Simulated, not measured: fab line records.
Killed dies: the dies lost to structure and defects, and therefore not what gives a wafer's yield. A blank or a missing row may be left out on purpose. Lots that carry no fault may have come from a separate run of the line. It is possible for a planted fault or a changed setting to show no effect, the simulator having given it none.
Which tool was responsible? + flow nand-harc + 15 lots, 45 wafers sampled, at 4 steps of a route of 1302

WHAT THE GAUGES SHOWED, per wafer
Not one reading of a measure or inspect step in the record can be checked against a usual standard deviation.

WHICH TOOL RAN EACH LOT (tool, then ch and the chambers of the sampled wafers, then the start)
| lot  | NHARC_A_STAIRCASE_ETCH_271         | NHARC_A_STAIRCASE_HM_DEP_459  | NHARC_A_STAIRCASE_DEP_280       | NHARC_A_STAIRCASE_DEVELOP_309     |
|------|------------------------------------|-------------------------------|---------------------------------|-----------------------------------|
| L117 | rie-diel-08 ch 1,2,3, day 16 04:43 | acl-dep-02 ch 0, day 16 09:43 | pecvd-02 ch 1,2, day 16 11:02   | litho-track-02 ch 0, day 16 20:00 |
| L119 | rie-diel-04 ch 0,1, day 16 22:28   | acl-dep-01 ch 0, day 17 03:48 | pecvd-01 ch 0,1,2, day 17 04:50 | litho-track-05 ch 0, day 17 15:00 |
| L120 | rie-diel-08 ch 0,1,2, day 17 13:17 | acl-dep-03 ch 0, day 17 16:14 | pecvd-01 ch 0,1,2, day 17 18:05 | litho-track-02 ch 0, day 18 01:00 |
| L122 | rie-diel-08 ch 0,1,3, day 18 14:10 | acl-dep-03 ch 0, day 18 17:06 | pecvd-02 ch 0,1,2, day 18 18:58 | litho-track-05 ch 0, day 19 00:00 |
| L123 | rie-diel-04 ch 1,2,3, day 18 15:17 | acl-dep-01 ch 0, day 18 18:13 | pecvd-01 ch 0,1, day 18 20:19   | litho-track-05 ch 0, day 19 01:00 |
| L126 | rie-diel-04 ch 0,2,3, day 20 10:18 | acl-dep-01 ch 0, day 20 14:25 | pecvd-03 ch 0,1, day 20 16:22   | litho-track-07, day 20 23:00      |
| L128 | rie-diel-07 ch 0,1,3, day 21 02:35 | acl-dep-02 ch 0, day 21 05:32 | pecvd-02 ch 0,1, day 21 07:25   | litho-track-02, day 21 14:00      |
| L129 | rie-diel-07 ch 0,3, day 21 04:12   | acl-dep-01 ch 0, day 21 07:53 | pecvd-03 ch 0,1,2, day 21 09:10 | litho-track-05, day 21 17:00      |
| L132 | rie-diel-07 ch 0,1, day 22 03:15   | acl-dep-02 ch 0, day 22 08:41 | pecvd-03 ch 0,1, day 22 10:14   | litho-track-07 ch 0, day 22 15:00 |
| L135 | rie-diel-07 ch 0,1,3, day 24 05:17 | acl-dep-01 ch 0, day 24 14:27 | pecvd-02 ch 0,1,2, day 24 15:28 | litho-track-02 ch 0, day 24 21:00 |
| L136 | rie-diel-04 ch 0,3, day 24 10:19   | acl-dep-03 ch 0, day 24 15:17 | pecvd-03 ch 0,1,2, day 24 16:19 | litho-track-02 ch 0, day 24 22:00 |
| L137 | rie-diel-04 ch 0,1,2, day 24 10:28 | acl-dep-01 ch 0, day 24 15:21 | pecvd-02 ch 0,1, day 24 17:16   | litho-track-05 ch 0, day 24 23:00 |
| L139 | rie-diel-07 ch 1,2, day 25 05:25   | acl-dep-01 ch 0, day 25 08:40 | pecvd-01 ch 0,1,2, day 25 10:17 | litho-track-07 ch 0, day 25 18:00 |
| L138 | rie-diel-08 ch 0,2,3, day 25 07:24 | acl-dep-01 ch 0, day 25 10:20 | pecvd-02 ch 0,1,2, day 25 12:12 | litho-track-07 ch 0, day 25 22:00 |
| L140 | rie-diel-04 ch 0,3, day 26 00:29   | acl-dep-03 ch 0, day 26 03:44 | pecvd-01 ch 1,2, day 26 05:35   | litho-track-07 ch 0, day 26 11:00 |
- NHARC_A_STAIRCASE_ETCH_271: etches the open film in CF4/CHF3.
- NHARC_A_STAIRCASE_HM_DEP_459: deposits aC, target thk 1500 nm.
- NHARC_A_STAIRCASE_DEP_280: deposits SiON, target thk 30 nm.
- NHARC_A_STAIRCASE_DEVELOP_309: time 140 s.

AS READ BY THE TOOLS THEMSELVES (means over the sampled wafers that have a number; for cases with no such wafer, the mark the record gives instead)
NHARC_A_STAIRCASE_ETCH_271. Usual: drypump-motor-current-A 5.6 A (standard deviation 0.31); mfc-ar-sccm 0.014 sccm (standard deviation 0.014); oes-product-au 0.944 a.u. (standard deviation 0.021); rf-fwd-power-W 496.5 W (standard deviation 1.8); rf-vpp-V 371.0 V (standard deviation 2.2); showerhead-plenum-p-Torr 1.58 Torr (standard deviation 0.062); throttle-valve-pct 16.801 % (standard deviation 0.0092).
| lot  | tool        | drypump-motor-current-A (A) | mfc-ar-sccm (sccm) | oes-product-au (a.u.) | rf-fwd-power-W (W) | rf-vpp-V (V) | showerhead-plenum-p-Torr (Torr) | throttle-valve-pct (%) | flag |
|------|-------------|-----------------------------|--------------------|-----------------------|--------------------|--------------|---------------------------------|------------------------|------|
| L117 | rie-diel-08 | 5.7                         | 0.021              | 0.967                 | 496.7              | 367.8        | 1.50                            | 16.802                 |      |
| L119 | rie-diel-04 | 5.1                         | 0.016              | 0.971                 | 497.6              | 368.5        | 1.53                            | 16.792                 |      |
| L120 | rie-diel-08 | 5.6                         | 0.021              | 0.962                 | 497.2              | 372.1        | 1.63                            | 16.793                 |      |
| L122 | rie-diel-08 | 5.7                         | 0.015              | 0.967                 | 495.3              | 373.0        | 1.63                            | 16.799                 |      |
| L123 | rie-diel-04 | 5.3                         | 0.020              | 0.938                 | 497.3              | 371.5        | 1.60                            | 16.800                 |      |
| L126 | rie-diel-04 | 5.6                         | 0.012              | 0.925                 | 496.3              | 372.5        | 1.62                            | 16.800                 |      |
| L128 | rie-diel-07 | 5.8                         | 0.013              | 0.952                 | 496.3              | 371.8        | 1.59                            | 16.808                 |      |
| L129 | rie-diel-07 | 5.8                         | 0.006              | 0.966                 | 497.0              | 372.6        | 1.62                            | 16.804                 |      |
| L132 | rie-diel-07 | 5.7                         | 0.007              | 0.918                 | 497.1              | 371.2        | 1.60                            | 16.807                 |      |
| L135 | rie-diel-07 | 5.8                         | 0.013              | 0.922                 | 494.5              | 370.6        | 1.58                            | 16.794                 |      |
| L136 | rie-diel-04 | 5.6                         | 0.008              | 0.922                 | 497.9              | 369.6        | 1.58                            | 16.809                 |      |
| L137 | rie-diel-04 | 5.5                         | 0.013              | 0.933                 | 497.2              | 370.6        | 1.57                            | 16.807                 |      |
| L139 | rie-diel-07 | 5.6                         | 0.007              | 0.921                 | 496.7              | 369.1        | 1.54                            | 16.797                 |      |
| L138 | rie-diel-08 | 5.5                         | 0.007              | 0.925                 | 496.9              | 369.8        | 1.56                            | 16.800                 |      |
| L140 | rie-diel-04 | 5.6                         | 0.008              | 0.923                 | 495.9              | 370.7        | 1.58                            | 16.809                 |      |

NHARC_A_STAIRCASE_HM_DEP_459. Usual: 35.001 % for throttle-valve-pct, sd 0.0091.
| lot  | tool       | throttle-valve-pct (%) | flag |
|------|------------|------------------------|------|
| L117 | acl-dep-02 | 35.001                 |      |
| L119 | acl-dep-01 | 35.001                 |      |
| L120 | acl-dep-03 | 35.000                 |      |
| L122 | acl-dep-03 | 34.988                 |      |
| L123 | acl-dep-01 | 34.996                 |      |
| L126 | acl-dep-01 | 35.008                 |      |
| L128 | acl-dep-02 | 35.012                 |      |
| L129 | acl-dep-01 | 34.994                 |      |
| L132 | acl-dep-02 | 35.007                 |      |
| L135 | acl-dep-01 | 34.998                 |      |
| L136 | acl-dep-03 | 35.007                 |      |
| L137 | acl-dep-01 | 34.997                 |      |
| L139 | acl-dep-01 | 34.999                 |      |
| L138 | acl-dep-01 | 34.996                 |      |
| L140 | acl-dep-03 | 35.003                 |      |

NHARC_A_STAIRCASE_DEP_280. Usual: heater-power-w 708 W, standard deviation 68; rf-fwd-power-W 348.3 W, standard deviation 1.1; showerhead-vpp-V 1176 V, standard deviation 63.
| lot  | tool     | heater-power-w (W) | rf-fwd-power-W (W) | showerhead-vpp-V (V) | flag |
|------|----------|--------------------|--------------------|----------------------|------|
| L117 | pecvd-02 | 739                | 348.1              | 1134                 |      |
| L119 | pecvd-01 | 656                | 348.4              | 1195                 |      |
| L120 | pecvd-01 | 658                | 348.0              | 1201                 |      |
| L122 | pecvd-02 | 735                | 348.4              | 1170                 |      |
| L123 | pecvd-01 | 641                | 348.8              | 1240                 |      |
| L126 | pecvd-03 | 738                | 348.9              | 1082                 |      |
| L128 | pecvd-02 | 714                | 348.5              | 1169                 |      |
| L129 | pecvd-03 | 759                | 348.7              | 1134                 |      |
| L132 | pecvd-03 | 707                | 349.2              | 1133                 |      |
| L135 | pecvd-02 | 722                | 347.4              | 1164                 |      |
| L136 | pecvd-03 | 758                | 348.7              | 1132                 |      |
| L137 | pecvd-02 | 719                | 348.6              | 1177                 |      |
| L139 | pecvd-01 | 624                | 347.8              | 1206                 |      |
| L138 | pecvd-02 | 749                | 348.6              | 1173                 |      |
| L140 | pecvd-01 | 686                | 347.5              | 1205                 |      |

NHARC_A_STAIRCASE_DEVELOP_309. Usual: chill-plate-temp-C 22.97 C, standard deviation 0.096; exhaust-pa 44.9 Pa, standard deviation 0.86.
| lot  | tool           | chill-plate-temp-C (C) | exhaust-pa (Pa) | flag |
|------|----------------|------------------------|-----------------|------|
| L117 | litho-track-02 | 22.92                  | 44.5            |      |
| L119 | litho-track-05 | 22.97                  | 44.1            |      |
| L120 | litho-track-02 | 23.03                  | 44.8            |      |
| L122 | litho-track-05 | 23.06                  | 46.3            |      |
| L123 | litho-track-05 | 22.97                  | 43.8            |      |
| L126 | litho-track-07 | -                      | -               | OFF  |
| L128 | litho-track-02 | -                      | -               | OFF  |
| L129 | litho-track-05 | -                      | -               | OFF  |
| L132 | litho-track-07 | 22.97                  | 45.3            |      |
| L135 | litho-track-02 | 23.03                  | 44.6            |      |
| L136 | litho-track-02 | 22.81                  | 45.2            |      |
| L137 | litho-track-05 | 23.04                  | 45.6            |      |
| L139 | litho-track-07 | 22.99                  | 45.2            |      |
| L138 | litho-track-07 | 23.04                  | 44.1            |      |
| L140 | litho-track-07 | 22.88                  | 45.0            |      |

THE ANSWER, worked out from the rows above alone
Rule: a lot is off if the mean of its wafers that have a number lies more than 3 standard deviations from the usual mean. Also off: a lot with no number at a reading for which 4 or more lots have one. The other lots that the step has rows for count as sound. The gauges are gone through in route order, then the tools' own readings, and for those a lot's mean is taken as printed above. The first step at which some lot is off is used, and at that step the reading that is off furthest; a lot without a number counts as furthest.
Off: L126, L128, L129, at NHARC_A_STAIRCASE_DEVELOP_309 (chill-plate-temp-C). Without a number there: L126, L128, L129.
A tool fits if, at that step or a process step before it, it ran every lot that is off, and no sound lot after the first of them. Of those tried, none fits.

WHAT HAD BEEN PUT IN BY THE SIMULATOR
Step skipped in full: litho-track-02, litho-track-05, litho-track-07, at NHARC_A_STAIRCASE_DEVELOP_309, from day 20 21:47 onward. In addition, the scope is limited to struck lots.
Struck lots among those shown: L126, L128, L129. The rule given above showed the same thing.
